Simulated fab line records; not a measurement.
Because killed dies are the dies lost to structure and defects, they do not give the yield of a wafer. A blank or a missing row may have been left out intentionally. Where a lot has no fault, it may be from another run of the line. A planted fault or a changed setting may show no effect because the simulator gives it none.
fab line records + flow n5-finfet + part 2 of 2: steps 5 to 6 of 6
record
- lots=23
- wafers=69
- last-day=18
route steps=1938 shown DUMMY_REMOVAL@378 HKMG_FIN@431 GATE_CUT@466 MOL_CONTACT_COAG@527
lots untouched by any fault: they come from a run of this same line in which no faults occurred
start-h: the number of hours between the record's first day and the start of the first shown wafer of the lot + wait-h: hours from the lot's prior step to this one + " as in the row above + L1.1+2: several wafers, shown together as one row + - value missing, or start not given + * or withheld: withheld + < > ~ a bound
route shown NAME@n: NAME is a module with steps in the file, n the number in the route of the first one + usual: mean/standard deviation taken from wafers without a fault + same: alike in all rows + chamber/n: place in a boat + sites: the reading at each site + _std_site: the values' standard deviation + _edge_site: mean of outer sites minus mean of inner sites + radius-mm: for every site, how far away it sits from the centre of the wafer + mask NAME#n: copy n + behind: the last tool/chamber to shape the wafer + hold: why the lot went on hold/how many hours it stayed there/how the hold came to an end + device: the n, p or np transistor that did not switch + end of line: at the end of the route, the tests of the same wafers + for a step that has no rows: nothing shown but its recipe + killed: not the wafer's yield, but the dies lost to structure and defects at the first sort + map: a wafer's dies, x killed, . not, _ none there
set.NAME: the run value of the setting; set.NAME@STEP: its run value at that earlier step + model.NAME: the simulator's own value behind a step, which no gauge read
the route's steps for a sample of lots (tables are steps, rows are wafers)
services: from which hour (start-h, from the record's first day; less than 0 if before it) a tool's chamber was out of use, for how many hours, and why
## steps
# step N5_GATE_CUT_ETCH_36
# recipe
- chemistry=CF4
- target=SiARC
- target-depth-a=130
- mask-material=CAR-EUV
- time-s=21.7
- ion-energy-ev=80
- pressure-mtorr=40
- source-w=545
- bias-w=36
- Ar_flow_sccm=100
- cf4-flow-sccm=100
- ends=cleared
# usual
- drypump-motor-current-A=5.8/0.45
- etch-rf-on-time-s=21.7/0.34
- oes-product-au=0.65/0.063
- rf-fwd-power-W=531.6/1.8
- rf-vpp-V=183.7/1.2
- showerhead-plenum-p-Torr=2.11/0.067
- throttle-valve-pct=15.62/0.22
| lot.wafer | tool        | chamber | start-h | wait-h | drypump-motor-current-A | etch-rf-on-time-s | oes-product-au | rf-fwd-power-W | rf-hours-counter-h | rf-vpp-V | showerhead-plenum-p-Torr | throttle-valve-pct |
|-----------|-------------|---------|---------|--------|-------------------------|-------------------|----------------|----------------|--------------------|----------|--------------------------|--------------------|
| L074.1    | rie-diel-04 | 3       | 84.09   | 0.0    | 5.8                     | 21.6              | 0.64           | 529.3          | 185                | 185.9    | 2.13                     | 15.78              |
| L074.4    | "           | 2       | "       | "      | 5.7                     | 21.9              | 0.59           | 531.6          | 220                | 184.9    | 2.13                     | 15.87              |
| L074.5    | "           | 2       | "       | "      | 5.7                     | 22.0              | 0.59           | 533.9          | -                  | 184.6    | 2.13                     | 15.87              |
| L075.2    | rie-diel-03 | 0       | 88.69   | 0.0    | 6.1                     | 21.8              | 0.66           | 530.5          | 150                | 183.6    | 2.05                     | 15.68              |
| L075.4    | "           | 3       | "       | "      | 6.2                     | 21.5              | 0.71           | 533.2          | 80                 | 182.1    | 2.08                     | 15.52              |
| L075.6    | "           | 1       | "       | "      | 4.7                     | 21.3              | 0.58           | 528.0          | -                  | 186.5    | 2.20                     | 15.74              |
| L076.1    | rie-diel-03 | 0       | 95.73   | 0.0    | 6.2                     | 21.9              | 0.66           | 531.3          | 152                | 183.1    | 2.05                     | 15.69              |
| L076.2    | "           | 3       | "       | "      | 6.2                     | 21.9              | 0.71           | 536.2          | 82                 | 183.2    | 2.08                     | 15.52              |
| L076.4    | "           | 2       | "       | "      | 6.2                     | 21.7              | 0.65           | 529.3          | 142                | 183.1    | 2.07                     | 15.56              |
| L077.1    | rie-diel-03 | 2       | 101.87  | 0.0    | 6.2                     | 21.6              | 0.64           | 532.5          | 143                | 181.4    | 2.07                     | 15.58              |
| L077.2    | "           | 0       | "       | "      | 6.0                     | 21.8              | 0.66           | 529.9          | 155                | 182.8    | 2.05                     | 15.68              |
| L077.5    | "           | 0       | "       | "      | 6.1                     | 21.8              | 0.66           | 533.7          | -                  | 181.7    | 2.05                     | 15.71              |
| L079.3    | rie-diel-03 | 1       | 116.27  | 0.0    | 4.7                     | 21.3              | 0.58           | 532.0          | 236                | 184.4    | 2.20                     | 15.74              |
| L079.4    | "           | 2       | "       | "      | 6.2                     | 21.7              | 0.64           | 532.9          | 147                | 181.5    | 2.07                     | 15.59              |
| L079.6    | "           | 3       | "       | "      | 6.2                     | 21.7              | 0.70           | 534.2          | -                  | 183.5    | 2.08                     | 15.54              |
| L080.3    | rie-diel-03 | 3       | 124.46  | 0.0    | 6.2                     | 21.6              | 0.70           | 533.6          | 89                 | 183.2    | 2.08                     | 15.54              |
| L080.5    | "           | 2       | "       | "      | 6.2                     | 22.0              | 0.63           | 531.3          | -                  | 184.0    | 2.06                     | 15.58              |
| L080.6    | "           | 3       | "       | "      | 6.2                     | 21.7              | 0.69           | 530.7          | -                  | 183.8    | 2.08                     | 15.54              |
| L081.2    | rie-diel-03 | 0       | 129.47  | 0.0    | 6.1                     | 21.8              | 0.65           | 530.6          | 162                | 183.5    | 2.05                     | 15.72              |
| L081.3    | "           | 1       | "       | "      | 4.7                     | 21.5              | 0.58           | 533.7          | 239                | 184.3    | 2.20                     | 15.76              |
| L081.4    | "           | 2       | "       | "      | 6.2                     | 21.8              | 0.63           | 535.4          | 150                | 182.8    | 2.06                     | 15.57              |
| L082.2    | rie-diel-04 | 3       | 135.95  | 0.0    | 5.8                     | 21.8              | 0.63           | 528.7          | 200                | 183.4    | 2.12                     | 15.79              |
| L082.4    | "           | 1       | "       | "      | 6.1                     | 21.9              | 0.65           | 531.6          | 144                | 186.1    | 2.23                     | 15.50              |
| L082.6    | "           | 2       | "       | "      | 5.7                     | 22.1              | 0.58           | 532.1          | -                  | 182.3    | 2.12                     | 15.90              |
| L083.1    | rie-diel-02 | 3       | 138.65  | 0.0    | 6.3                     | 21.9              | 0.59           | 531.9          | 244                | 184.3    | 2.20                     | 15.52              |
| L083.2    | "           | 2       | "       | "      | 5.1                     | 21.6              | 0.58           | 536.0          | 249                | 183.4    | 2.10                     | 15.56              |
| L083.3    | "           | 0       | "       | "      | 5.7                     | 21.8              | 0.64           | 529.3          | 130                | 183.4    | 2.15                     | 15.79              |
| L084.2    | rie-diel-02 | 0       | 147.90  | 0.0    | 5.7                     | 22.3              | 0.64           | 534.6          | 134                | 183.6    | 2.15                     | 15.80              |
| L084.4    | "           | 1       | "       | "      | 5.7                     | 21.4              | 0.66           | 532.1          | -                  | 181.7    | 1.99                     | 15.21              |
| L084.5    | "           | 0       | "       | "      | 5.7                     | 22.3              | 0.64           | 530.4          | -                  | 183.9    | 2.15                     | 15.80              |
| L085.1    | rie-diel-04 | 2       | 154.81  | 0.0    | 5.7                     | 22.3              | 0.58           | 531.2          | 240                | 184.5    | 2.12                     | 15.91              |
| L085.3    | "           | 3       | "       | "      | 5.8                     | 21.7              | 0.62           | 529.9          | 204                | 183.6    | 2.12                     | 15.82              |
| L085.5    | "           | 3       | "       | "      | 5.8                     | 21.5              | 0.62           | 532.6          | -                  | 184.3    | 2.12                     | 15.77              |
| L086.2    | rie-diel-03 | 1       | 161.09  | 0.0    | 4.7                     | 21.8              | 0.57           | 530.8          | 248                | 186.6    | 2.19                     | 15.78              |
| L086.3    | "           | 2       | "       | "      | 6.2                     | 21.8              | 0.63           | 533.7          | 159                | 182.3    | 2.06                     | 15.61              |
| L086.6    | "           | 0       | "       | "      | 6.1                     | 22.0              | 0.64           | 531.0          | -                  | 183.5    | 2.05                     | 15.73              |
| L087.1    | rie-diel-02 | 0       | 164.48  | 0.0    | 5.7                     | 22.2              | 0.63           | 528.1          | 140                | 183.5    | 2.15                     | 15.80              |
| L087.3    | "           | 1       | "       | "      | 5.7                     | 21.4              | 0.66           | 533.3          | 131                | 182.4    | 1.99                     | 15.20              |
| L087.6    | "           | 1       | "       | "      | 5.7                     | 21.3              | 0.66           | 533.3          | -                  | 182.1    | 1.99                     | 15.21              |
| L088.1    | rie-diel-04 | 0       | 171.92  | 0.0    | 5.6                     | 21.8              | 0.60           | 531.9          | 199                | 181.7    | 2.12                     | 15.94              |
| L088.4    | "           | 2       | "       | "      | 5.7                     | 21.9              | 0.57           | 530.2          | 247                | 182.6    | 2.12                     | 15.92              |
| L088.6    | "           | 2       | "       | "      | 5.7                     | 22.1              | 0.58           | 530.4          | -                  | 183.3    | 2.12                     | 15.91              |
| L089.1    | rie-diel-02 | 0       | 175.70  | 0.0    | 5.7                     | 22.0              | 0.63           | 533.1          | 144                | 184.4    | 2.15                     | 15.83              |
| L089.5    | "           | 3       | "       | "      | 6.3                     | 22.1              | 0.58           | 531.0          | -                  | 185.1    | 2.19                     | 15.53              |
| L089.6    | "           | 0       | "       | "      | 5.7                     | 21.7              | 0.64           | 531.7          | -                  | 185.1    | 2.15                     | 15.82              |
| L090.1    | rie-diel-03 | 3       | 180.29  | 0.0    | 6.2                     | 21.7              | 0.69           | 529.2          | 105                | 183.0    | 2.07                     | 15.57              |
| L090.3    | "           | 2       | "       | "      | 6.2                     | 21.6              | 0.62           | 530.2          | 165                | 183.1    | 2.06                     | 15.63              |
| L090.4    | "           | 0       | "       | "      | 6.1                     | 22.0              | 0.64           | 532.4          | -                  | 183.6    | 2.04                     | 15.74              |
| L091.2    | rie-diel-04 | 1       | 187.07  | 0.0    | 6.1                     | 21.9              | 0.64           | 530.8          | 159                | 185.2    | 2.22                     | 15.55              |
| L091.5    | "           | 0       | "       | "      | 5.6                     | 21.9              | 0.59           | 529.4          | -                  | 184.8    | 2.12                     | 15.95              |
| L091.6    | "           | 3       | "       | "      | 5.8                     | 21.9              | 0.61           | 532.2          | -                  | 182.1    | 2.12                     | 15.84              |
| L092.1    | rie-diel-02 | 1       | 194.02  | 0.0    | 5.7                     | 21.3              | 0.65           | 533.1          | 142                | 183.3    | 1.98                     | 15.24              |
| L092.2    | "           | 0       | "       | "      | 5.7                     | 22.0              | 0.63           | 529.3          | 151                | 183.3    | 2.15                     | 15.83              |
| L092.4    | "           | 3       | "       | "      | 6.3                     | 21.4              | 0.82           | 532.3          | 1                  | 184.4    | 2.19                     | 15.05              |
| L093.1    | rie-diel-04 | 1       | 201.62  | 0.0    | 6.1                     | 21.9              | 0.64           | 531.3          | 166                | 185.8    | 2.22                     | 15.54              |
| L093.3    | "           | 2       | "       | "      | 5.7                     | 21.5              | 0.86           | 530.6          | 0                  | 182.8    | 2.12                     | 15.43              |
| L093.4    | "           | 0       | "       | "      | 5.6                     | 21.9              | 0.59           | 533.6          | 209                | 183.0    | 2.12                     | 15.98              |
| L094.1    | rie-diel-03 | 0       | 203.04  | 0.0    | 6.1                     | 21.9              | 0.64           | 531.8          | 185                | 182.1    | 2.04                     | 15.77              |
| L094.5    | "           | 2       | "       | "      | 6.2                     | 22.0              | 0.61           | 532.1          | -                  | 183.9    | 2.06                     | 15.64              |
| L094.6    | "           | 1       | "       | "      | 4.7                     | 20.7              | 0.86           | 532.8          | -                  | 186.9    | 2.19                     | 15.28              |
| L095.3    | rie-diel-02 | 1       | 210.69  | 0.0    | 5.7                     | 21.1              | 0.65           | 530.1          | 147                | 182.5    | 1.98                     | 15.23              |
| L095.4    | "           | 0       | "       | "      | 5.7                     | 21.8              | 0.63           | 531.9          | 157                | 184.0    | 2.14                     | 15.85              |
| L095.6    | "           | 3       | "       | "      | 6.3                     | 21.3              | 0.81           | 530.4          | -                  | 184.1    | 2.19                     | 15.06              |
| L096.1    | rie-diel-03 | 2       | 224.87  | 0.0    | 6.2                     | 21.7              | 0.61           | 529.4          | 179                | 183.3    | 2.05                     | 15.65              |
| L096.4    | "           | 0       | "       | "      | 6.1                     | 21.7              | 0.64           | 531.1          | 191                | 184.2    | 2.04                     | 15.77              |
| L096.5    | "           | 3       | "       | "      | 6.2                     | 21.6              | 0.67           | 532.1          | -                  | 182.6    | 2.07                     | 15.60              |
| L097.1    | rie-diel-03 | 0       | 227.97  | 0.0    | 6.1                     | 22.1              | 0.63           | 533.1          | 192                | 182.7    | 2.04                     | 15.77              |
| L097.3    | "           | 2       | "       | "      | 6.2                     | 22.0              | 0.62           | 530.2          | 180                | 183.1    | 2.05                     | 15.64              |
| L097.5    | "           | 1       | "       | "      | 4.7                     | 21.0              | 0.82           | 530.9          | -                  | 183.8    | 2.19                     | 15.30              |
# step N5_MOL_CONTACT_COAG_OVL_MEAS_09
# recipe
- points-per-wafer=522
# usual
- CA_OVL=0.1/0.7
| lot.wafer | tool       | chamber | start-h | wait-h | CA_OVL[nm] |
|-----------|------------|---------|---------|--------|------------|
| L074.1    | overlay-02 | 0       | 87.73   | 0.0    | -0.4       |
| L074.4    | "          | 0       | "       | "      | 0.5        |
| L074.5    | "          | 0       | "       | "      | -0.6       |
| L075.2    | overlay-02 | 0       | 92.39   | 0.0    | -0.6       |
| L075.4    | "          | 0       | "       | "      | -0.7       |
| L075.6    | "          | 0       | "       | "      | -0.1       |
| L076.1    | overlay-01 | 0       | 99.39   | 0.0    | 1.3        |
| L076.2    | "          | 0       | "       | "      | -0.3       |
| L076.4    | "          | 0       | "       | "      | 0.3        |
| L077.1    | overlay-02 | 0       | 105.51  | 0.0    | 0.4        |
| L077.2    | "          | 0       | "       | "      | -0.1       |
| L077.5    | "          | 0       | "       | "      | 0.6        |
| L079.3    | overlay-02 | 0       | 120.32  | 0.0    | -0.2       |
| L079.4    | "          | 0       | "       | "      | -0.2       |
| L079.6    | "          | 0       | "       | "      | 0.1        |
| L080.3    | overlay-01 | 0       | 128.13  | 0.0    | 0.8        |
| L080.5    | "          | 0       | "       | "      | 0.8        |
| L080.6    | "          | 0       | "       | "      | 1.2        |
| L081.2    | overlay-02 | 0       | 133.14  | 0.0    | 0.4        |
| L081.3    | "          | 0       | "       | "      | -0.3       |
| L081.4    | "          | 0       | "       | "      | 0.9        |
| L082.2    | overlay-02 | 0       | 140.07  | 0.0    | 0.0        |
| L082.4    | "          | 0       | "       | "      | -0.5       |
| L082.6    | "          | 0       | "       | "      | 0.1        |
| L083.1    | overlay-01 | 0       | 142.28  | 0.0    | -0.6       |
| L083.2    | "          | 0       | "       | "      | 0.6        |
| L083.3    | "          | 0       | "       | "      | -1.0       |
| L084.2    | overlay-01 | 0       | 152.25  | 0.0    | -0.7       |
| L084.4    | "          | 0       | "       | "      | -0.4       |
| L084.5    | "          | 0       | "       | "      | 0.2        |
| L085.1    | overlay-02 | 0       | 159.00  | 0.0    | 0.7        |
| L085.3    | "          | 0       | "       | "      | -0.1       |
| L085.5    | "          | 0       | "       | "      | 0.0        |
| L086.2    | overlay-01 | 0       | 164.90  | 0.0    | -0.1       |
| L086.3    | "          | 0       | "       | "      | -1.1       |
| L086.6    | "          | 0       | "       | "      | -0.2       |
| L087.1    | overlay-01 | 0       | 168.13  | 0.0    | -0.5       |
| L087.3    | "          | 0       | "       | "      | -0.6       |
| L087.6    | "          | 0       | "       | "      | -0.5       |
| L088.1    | overlay-02 | 0       | 176.04  | 0.0    | 0.4        |
| L088.4    | "          | 0       | "       | "      | -0.8       |
| L088.6    | "          | 0       | "       | "      | -0.3       |
| L089.1    | overlay-01 | 0       | 179.33  | 0.0    | -0.3       |
| L089.5    | "          | 0       | "       | "      | 0.2        |
| L089.6    | "          | 0       | "       | "      | -0.6       |
| L090.1    | overlay-02 | 0       | 183.93  | 0.0    | 0.4        |
| L090.3    | "          | 0       | "       | "      | 1.6        |
| L090.4    | "          | 0       | "       | "      | 0.1        |
| L091.2    | overlay-01 | 0       | 192.46  | 0.0    | 0.6        |
| L091.5    | "          | 0       | "       | "      | 1.5        |
| L091.6    | "          | 0       | "       | "      | 0.4        |
| L092.1    | overlay-02 | 0       | 197.67  | 0.0    | 0.1        |
| L092.2    | "          | 0       | "       | "      | -0.3       |
| L092.4    | "          | 0       | "       | "      | 0.2        |
| L093.1    | overlay-01 | 0       | 205.31  | 0.0    | -1.3       |
| L093.3    | "          | 0       | "       | "      | 0.2        |
| L093.4    | "          | 0       | "       | "      | 0.0        |
| L094.1    | overlay-01 | 0       | 206.87  | 0.0    | -0.9       |
| L094.5    | "          | 0       | "       | "      | -0.4       |
| L094.6    | "          | 0       | "       | "      | 0.4        |
| L095.3    | overlay-02 | 0       | 214.36  | 0.0    | 0.4        |
| L095.4    | "          | 0       | "       | "      | -1.3       |
| L095.6    | "          | 0       | "       | "      | -0.8       |
| L096.1    | overlay-02 | 0       | 228.97  | 0.0    | 0.3        |
| L096.4    | "          | 0       | "       | "      | 0.9        |
| L096.5    | "          | 0       | "       | "      | 0.1        |
| L097.1    | overlay-01 | 0       | 231.61  | 0.0    | 1.0        |
| L097.3    | "          | 0       | "       | "      | 1.6        |
| L097.5    | "          | 0       | "       | "      | 1.6        |
## services
| tool         | chamber | start-h | hours | kind                          |
|--------------|---------|---------|-------|-------------------------------|
| rie-metal-01 | 0       | 56.98   | 5.3   | repair                        |
| pecvd-01     | 2       | 59.28   | 10.3  | repair                        |
| rie-diel-03  | 1       | 63.21   | 7.4   | repair                        |
| pecvd-04     | 2       | 74.17   | 13.8  | repair                        |
| pecvd-03     | -       | 77.78   | 0.3   | repair                        |
| pecvd-04     | -       | 108.50  | 5.5   | pm                            |
| rie-metal-01 | -       | 114.66  | 2.8   | pm                            |
| rie-diel-02  | 1       | 128.59  | 14.5  | repair                        |
| rie-metal-03 | 0       | 129.62  | 17.6  | repair                        |
| rie-diel-02  | 2       | 143.09  | -     | clean                         |
| rie-diel-02  | 2       | 143.09  | -     | consumable-replace:focus-ring |
| rie-diel-02  | 2       | 143.09  | 35.0  | scheduled-down                |
| rie-diel-02  | 2       | 143.09  | 35.0  | vent-cycle                    |
| rie-metal-01 | -       | 146.51  | 1.7   | repair                        |
| pecvd-01     | 1       | 148.27  | 5.6   | repair                        |
| pecvd-03     | -       | 152.71  | 6.0   | pm                            |
| rie-diel-03  | 1       | 170.57  | -     | clean                         |
| rie-diel-03  | 1       | 170.57  | -     | consumable-replace:focus-ring |
| rie-diel-03  | 1       | 170.57  | 23.4  | scheduled-down                |
| rie-diel-03  | 1       | 170.57  | 23.4  | vent-cycle                    |
| pecvd-04     | -       | 177.19  | 2.8   | pm                            |
| pecvd-03     | 1       | 193.72  | 6.0   | repair                        |
| pecvd-04     | -       | 194.54  | 2.1   | repair                        |
| rie-metal-03 | -       | 220.80  | 1.4   | pm                            |
